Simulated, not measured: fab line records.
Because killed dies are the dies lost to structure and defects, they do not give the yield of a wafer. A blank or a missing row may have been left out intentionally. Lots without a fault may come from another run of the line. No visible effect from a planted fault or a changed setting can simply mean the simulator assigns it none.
Struck lot and sound lot, side by side :: flow nand-harc :: 15 out of 1302 route steps
Sound: wafers L975.4, L975.5, L975.6. Struck: wafers L979.4, L979.5. (L979.6 of the same lot was not struck and is left out.) The cause comes at the end.
At each step with rows: each side's tool, then ch and its chambers, then its first start. Under that, the readings that differ: sound wafers :: struck wafers :: difference of the means :: sigmas: that difference in standard deviations of wafers without a fault.
alike: same words and numbers on both sides, and readings whose means sit less than 2 such deviations apart. not compared: any withheld reading, any reading some wafer has no value for, any bound like >300 that may hide the same value, and any number with overlapping values for which the record gives no deviation.
Wherever a step has rows on one side only, a row that says differs or no value, or a row with sigmas, the two part there. When numbers do not overlap yet have no deviation, they are printed without sigmas and do not part them. Lack of a reading on every wafer of one side parts them only where that side has two or more wafers.

NHARC_P_M0_OVL_MEAS_10: pitch 180 nm.
  struck on overlay-02, day 8 08:10; sound on overlay-01, day 6 22:07
  alike: overlay-x-nm, overlay-y-nm
NHARC_P_M0_INSPECT_11:
  struck on defect-inspect-02, day 8 08:11; sound on defect-inspect-02, day 6 22:08
  alike: raw-defect-count
then, 1 step without rows for these wafers: NHARC_P_M0_DESCUM_14 (chemistry O2, time 3 s).
NHARC_P_M0_ETCH_34: etches the open film in N2/H2, target depth 40 nm, overetch 12 nm, time 43.94 s.
  sound on rie-diel-11 ch 0,1,3, day 6 22:19; struck on rie-diel-11 ch 1,2, day 8 08:20
  alike: drypump-motor-current-A, oes-product-au, rf-vpp-V, showerhead-plenum-p-Torr, throttle-valve-pct
  not compared: rf-hours-counter-h
NHARC_P_M0_ETCH_15: etches the open film in C4F8/Ar, target depth 150 nm, overetch 15 nm, time 82.5 s.
  sound on rie-diel-11 ch 1,2,3; struck on rie-diel-11 ch 1,3
  alike: oes-product-au, rf-vpp-V
  not compared: rf-hours-counter-h
NHARC_P_M0_CD_MEAS_16:
  struck on cd-sem-03, day 8 08:35; sound on cd-sem-01, day 6 22:34
  alike: cd-nm
NHARC_P_M0_STRIP_18: strips in N2/H2.
  sound on rie-diel-11 ch 1,2,3, day 6 22:43; struck on rie-diel-11 ch 0,2, day 8 08:42
  alike: drypump-motor-current-A, oes-product-au, rf-vpp-V, showerhead-plenum-p-Torr, throttle-valve-pct
  not compared: rf-hours-counter-h
then, 2 steps without rows for these wafers: NHARC_P_M0_STRIP_19 (strips in post etch residue remover, time 600 s); NHARC_P_M0_DEGAS_28 (time 60 s).
NHARC_P_M0_PRE_CLEAN_29: time 30 s.
  sound on pvd-sputter-01; struck on pvd-sputter-01
  alike: heater-power-w
then, 1 step without rows for these wafers: NHARC_P_M0_PVD_20 (deposits TaN, target thk 5 nm, time 8.06 s).
NHARC_P_M0_PVD_21: deposits Cu, target thk 30 nm, time 20.49 s.
  sound on pvd-sputter-01; struck on pvd-sputter-01
  alike: throttle-valve-pct
NHARC_P_M0_ECD_22: material Cu, target thk 400 nm.
  sound on ecd-cu-02 ch 0,1, day 6 23:41; struck on ecd-cu-01 ch 0, day 8 09:40
  alike: bath-heat-duty-pct
then, 1 step without rows for these wafers: NHARC_P_M0_ANNEAL_30 (time 90 s).
NHARC_P_M0_CMP_23: polishes, t overpolish 20 s, target thk 117.54 nm.
  sound on cmp-01 ch 1,2, day 7 00:16; struck on cmp-02 ch 0,3, day 8 10:21
reading: time-to-endpoint-s (s)
sound: 27.8 24.9 27.4
struck: 10.5 12.4
difference: -15.2
sigmas: -6
  alike: motor-current-A, slurry-flow-ml-min
  not compared: pad-life-wafers

== WHERE THEY PART ==
NHARC_P_M0_CMP_23 only, going by this record.

WHY: the cause the simulator had injected
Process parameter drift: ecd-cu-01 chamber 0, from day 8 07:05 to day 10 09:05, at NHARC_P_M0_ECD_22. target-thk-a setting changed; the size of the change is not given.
